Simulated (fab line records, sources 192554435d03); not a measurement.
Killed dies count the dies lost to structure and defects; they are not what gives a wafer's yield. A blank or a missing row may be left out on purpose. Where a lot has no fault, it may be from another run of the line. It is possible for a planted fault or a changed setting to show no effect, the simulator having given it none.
Matching of chambers	flow n5-finfet	rie-diel-05 running N5_BEOL_M1_STRIP_36: 4 sister chambers
The step strips in N2/H2. 4 wafers are shown with their chamber, then 7 later ones without.

== WAFERS WITH THEIR CHAMBER ==
wafer	chamber	showerhead-plenum-p-Torr (Torr)
L088.2	2	2.64
L088.5	0	2.40
L090.1	3	2.65
L090.3	1	2.57

== WAFERS MISSING THEIR CHAMBER ==
wafer	showerhead-plenum-p-Torr (Torr)
L090.5	2.57
L092.1	2.65
L092.2	2.64
L092.5	2.40
L096.1	2.64
L096.2	2.39
L096.3	2.64

== WHICH CHAMBER EACH ONE RAN IN ==
wafer	from the rows above	in truth
L090.5	1	1
L092.1	3	3
L092.2	2	2
L092.5	0	0
L096.1	2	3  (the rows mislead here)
L096.2	0	0
L096.3	2	2
Correctly placed: 6 of 7. Number that these rows cannot place: 0. Placed wrongly: 1.
How it was worked out, from the rows above alone: a wafer's distance from a chamber is the root of the sum, over the readings, of the square of ((its reading less the chamber's mean) divided by the reading's scatter). The wafer belongs to the nearest chamber; if the next one is less than 2 further off, it can't be placed. The mean given for a chamber averages the wafers shown for that chamber. The scatter (one wafer shown for each chamber): square how far every hidden wafer sits from the nearest shown wafer, average those squares and take the square root.
